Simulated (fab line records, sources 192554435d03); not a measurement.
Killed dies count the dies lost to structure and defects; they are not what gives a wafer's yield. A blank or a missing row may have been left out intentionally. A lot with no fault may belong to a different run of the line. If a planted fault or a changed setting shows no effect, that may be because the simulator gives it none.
Matching of chambers / flow n5 finfet / N5_BEOL_M1_ETCH_69 on rie diel-02 has 4 sister chambers
The step etches SiARC in CF4, target depth 15.6 nm, time 26 s. 16 wafers are shown with their chamber, then 8 later ones without.

WAFERS WITH THEIR CHAMBER
wafer=L075.1; chamber=2; showerhead plenum p Torr (Torr)=2.22; drypump motor current A (A)=6.3; throttle valve pct (%)=15.73
wafer=L075.3; chamber=0; showerhead plenum p Torr (Torr)=2.12; drypump motor current A (A)=5.8; throttle valve pct (%)=15.77
wafer=L075.5; chamber=2; showerhead plenum p Torr (Torr)=2.22; drypump motor current A (A)=6.3; throttle valve pct (%)=15.73
wafer=L077.2; chamber=3; showerhead plenum p Torr (Torr)=2.12; drypump motor current A (A)=5.8; throttle valve pct (%)=15.49
wafer=L077.5; chamber=3; showerhead plenum p Torr (Torr)=2.12; drypump motor current A (A)=5.8; throttle valve pct (%)=15.50
wafer=L077.6; chamber=2; showerhead plenum p Torr (Torr)=2.22; drypump motor current A (A)=6.3; throttle valve pct (%)=15.71
wafer=L084.2; chamber=1; showerhead plenum p Torr (Torr)=2.07; drypump motor current A (A)=6.0; throttle valve pct (%)=15.90
wafer=L084.5; chamber=1; showerhead plenum p Torr (Torr)=2.07; drypump motor current A (A)=6.0; throttle valve pct (%)=15.89
wafer=L084.6; chamber=0; showerhead plenum p Torr (Torr)=2.11; drypump motor current A (A)=5.7; throttle valve pct (%)=15.82
wafer=L089.2; chamber=0; showerhead plenum p Torr (Torr)=2.11; drypump motor current A (A)=5.8; throttle valve pct (%)=15.83
wafer=L089.3; chamber=1; showerhead plenum p Torr (Torr)=2.07; drypump motor current A (A)=6.0; throttle valve pct (%)=15.91
wafer=L089.5; chamber=0; showerhead plenum p Torr (Torr)=2.11; drypump motor current A (A)=5.8; throttle valve pct (%)=15.82
wafer=L091.3; chamber=2; showerhead plenum p Torr (Torr)=2.21; drypump motor current A (A)=6.3; throttle valve pct (%)=15.77
wafer=L091.4; chamber=3; showerhead plenum p Torr (Torr)=2.12; drypump motor current A (A)=5.8; throttle valve pct (%)=15.55
wafer=L091.6; chamber=0; showerhead plenum p Torr (Torr)=2.11; drypump motor current A (A)=5.8; throttle valve pct (%)=15.84
wafer=L094.2; chamber=3; showerhead plenum p Torr (Torr)=2.12; drypump motor current A (A)=5.8; throttle valve pct (%)=15.55

SIGNATURES, as means of the wafers listed above
reading=showerhead plenum p Torr; chamber 0=2.1120; chamber 1=2.0700; chamber 2=2.2175; chamber 3=2.1200; scatter within a chamber=0.00359
reading=drypump motor current A; chamber 0=5.780; chamber 1=6.000; chamber 2=6.300; chamber 3=5.800; scatter within a chamber=0.0258
reading=throttle valve pct; chamber 0=15.8160; chamber 1=15.9000; chamber 2=15.7350; chamber 3=15.5225; scatter within a chamber=0.026
Rule: a wafer's distance from a chamber is the root of the sum, over the readings, of the square of ((its reading less the chamber's mean) divided by the reading's scatter). The wafer belongs to the nearest chamber; if the next one is less than 2 further off, it can't be placed. How the scatter is found: for the shown wafers, subtract from each reading the mean of its chamber, square and add these, divide the total by (wafers less chambers), then take the root.

WAFERS WHOSE CHAMBER IS MISSING
wafer=L094.3; showerhead plenum p Torr (Torr)=2.11; drypump motor current A (A)=5.8; throttle valve pct (%)=15.85
wafer=L094.4; showerhead plenum p Torr (Torr)=2.21; drypump motor current A (A)=6.2; throttle valve pct (%)=15.78
wafer=L096.1; showerhead plenum p Torr (Torr)=2.21; drypump motor current A (A)=6.3; throttle valve pct (%)=15.79
wafer=L096.2; showerhead plenum p Torr (Torr)=2.11; drypump motor current A (A)=5.9; throttle valve pct (%)=15.55
wafer=L096.6; showerhead plenum p Torr (Torr)=2.11; drypump motor current A (A)=5.8; throttle valve pct (%)=15.86
wafer=L097.1; showerhead plenum p Torr (Torr)=2.11; drypump motor current A (A)=5.8; throttle valve pct (%)=15.55
wafer=L097.3; showerhead plenum p Torr (Torr)=2.06; drypump motor current A (A)=6.0; throttle valve pct (%)=15.94
wafer=L097.5; showerhead plenum p Torr (Torr)=2.21; drypump motor current A (A)=6.3; throttle valve pct (%)=15.78

WHICH CHAMBER EACH WENT THROUGH
wafer=L094.3; from the rows above=0; in truth=0
wafer=L094.4; from the rows above=2; in truth=2
wafer=L096.1; from the rows above=2; in truth=2
wafer=L096.2; from the rows above=3; in truth=3
wafer=L096.6; from the rows above=0; in truth=0
wafer=L097.1; from the rows above=3; in truth=3
wafer=L097.3; from the rows above=1; in truth=1
wafer=L097.5; from the rows above=2; in truth=2
8 of 8 placed correctly. Left unplaced by these rows: 0. Placed wrongly: 0.
